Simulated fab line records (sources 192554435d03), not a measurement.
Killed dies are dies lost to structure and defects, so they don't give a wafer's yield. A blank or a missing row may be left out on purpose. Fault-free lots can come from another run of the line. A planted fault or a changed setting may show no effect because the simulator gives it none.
Which of the tools did it? / flow n5_finfet / 33 wafers from 11 lots sampled at 4 of the route's 1938 steps

== WHAT THE GAUGES SHOWED, per wafer ==
N5_BEOL_M12_CD_MEAS_17: target cd 140 nm.
lot=L879; measured=day 10 17:58; on=cd_sem-02; cd_nm (nm)=140.1 139.2 143.5
lot=L880; measured=day 11 00:19; on=cd_sem-03; cd_nm (nm)=144.1 140.4 138.7
lot=L881; measured=day 11 03:51; on=cd_sem-02; cd_nm (nm)=138.9 139.6 137.6
lot=L883; measured=day 11 13:49; on=cd_sem-03; cd_nm (nm)=141.6 141.2 139.6
lot=L882; measured=day 11 15:14; on=cd_sem-02; cd_nm (nm)=138.3 141.1 136.6
lot=L884; measured=day 11 22:50; on=cd_sem-02; cd_nm (nm)=142.1 141.5 143.6
lot=L890; measured=day 13 13:19; on=cd_sem-01; cd_nm (nm)=141.0 141.7 140.7
lot=L894; measured=day 14 16:22; on=cd_sem-01; cd_nm (nm)=140.3 139.4 138.9
lot=L897; measured=day 15 10:32; on=cd_sem-01; cd_nm (nm)=141.9 141.9 141.6
lot=L900; measured=day 16 05:16; on=cd_sem-03; cd_nm (nm)=135.8 139.1 137.5
lot=L899; measured=day 16 08:37; on=cd_sem-01; cd_nm (nm)=141.5 141.0 138.0

== WHICH TOOL RAN EACH LOT (tool, then ch and the chambers of the sampled wafers, then the start) ==
lot=L879; N5_BEOL_M11_ANNEAL_51=rtp_anneal-01 ch 0, day 10 16:10; N5_BEOL_M11_CMP_52=cmp-01 ch 1,3, day 10 16:30; N5_BEOL_M12_ETCH_59=rie_diel-04 ch 0,1,3, day 10 17:30
lot=L880; N5_BEOL_M11_ANNEAL_51=rtp_anneal-02 ch 0, day 10 22:33; N5_BEOL_M11_CMP_52=cmp-02 ch 1,2,3, day 10 22:50; N5_BEOL_M12_ETCH_59=rie_diel-04 ch 0,2,3, day 10 23:51
lot=L881; N5_BEOL_M11_ANNEAL_51=rtp_anneal-01 ch 0, day 11 01:58; N5_BEOL_M11_CMP_52=cmp-03 ch 0,2, day 11 02:13; N5_BEOL_M12_ETCH_59=rie_diel-06 ch 0,1, day 11 03:23
lot=L883; N5_BEOL_M11_ANNEAL_51=rtp_anneal-01 ch 0, day 11 11:59; N5_BEOL_M11_CMP_52=cmp-02 ch 0,2, day 11 12:11; N5_BEOL_M12_ETCH_59=rie_diel-05 ch 0,1,3, day 11 13:22
lot=L882; N5_BEOL_M11_ANNEAL_51=rtp_anneal-01 ch 0, day 11 13:26; N5_BEOL_M11_CMP_52=cmp-02 ch 1,2,3, day 11 13:44; N5_BEOL_M12_ETCH_59=rie_diel-06 ch 0,1,2, day 11 14:46
lot=L884; N5_BEOL_M11_ANNEAL_51=rtp_anneal-01 ch 0, day 11 20:58; N5_BEOL_M11_CMP_52=cmp-01 ch 0,1,3, day 11 21:15; N5_BEOL_M12_ETCH_59=rie_diel-04 ch 0,2,3, day 11 22:23
lot=L890; N5_BEOL_M11_ANNEAL_51=rtp_anneal-02 ch 0, day 13 11:10; N5_BEOL_M11_CMP_52=cmp-02 ch 1,2,3, day 13 11:28; N5_BEOL_M12_ETCH_59=rie_diel-06 ch 0,1,2, day 13 12:43
lot=L894; N5_BEOL_M11_ANNEAL_51=rtp_anneal-01 ch 0, day 14 14:34; N5_BEOL_M11_CMP_52=cmp-01 ch 1,2,3, day 14 14:54; N5_BEOL_M12_ETCH_59=rie_diel-04 ch 0,1,2, day 14 15:55
lot=L897; N5_BEOL_M11_ANNEAL_51=rtp_anneal-01 ch 0, day 15 08:39; N5_BEOL_M11_CMP_52=cmp-01 ch 0,1,2, day 15 09:02; N5_BEOL_M12_ETCH_59=rie_diel-05 ch 0,3, day 15 10:05
lot=L900; N5_BEOL_M11_ANNEAL_51=rtp_anneal-02 ch 0, day 16 03:22; N5_BEOL_M11_CMP_52=cmp-01 ch 1,2, day 16 03:48; N5_BEOL_M12_ETCH_59=rie_diel-05 ch 2,3, day 16 04:48
lot=L899; N5_BEOL_M11_ANNEAL_51=rtp_anneal-01 ch 0, day 16 06:20; N5_BEOL_M11_CMP_52=cmp-03 ch 2,3, day 16 06:38; N5_BEOL_M12_ETCH_59=rie_diel-04 ch 1,2,3, day 16 08:08
- N5_BEOL_M11_ANNEAL_51: time 90 s.
- N5_BEOL_M11_CMP_52: polishes, stops on SiCOH lowk, t overpolish 7 s, target thk 140 nm.
- N5_BEOL_M12_ETCH_59: etches BARC in N2/H2, target depth 89 nm, overetch 26.7 nm, time 67.9 s.

== THE ANSWER, worked out from the rows above alone ==
Rule: usual is defined by the lots themselves. The widest of any qualifying gaps counts: lots, ordered by their means at a reading, are off when they make up no more than a third of the lots, leave a main group of 4 or more, and stand apart from it by 3 or more times the standard deviation of that group's means. A main group whose means are all the same, to the digits that the tables above print for the reading, isn't used. Also off: a lot with no number at a reading for which 4 or more lots have one. All remaining lots with rows at the step are treated as sound.
No lot is off at any reading shown: from this, nothing can be told.

== WHAT THE SIMULATOR HAD PUT IN ==
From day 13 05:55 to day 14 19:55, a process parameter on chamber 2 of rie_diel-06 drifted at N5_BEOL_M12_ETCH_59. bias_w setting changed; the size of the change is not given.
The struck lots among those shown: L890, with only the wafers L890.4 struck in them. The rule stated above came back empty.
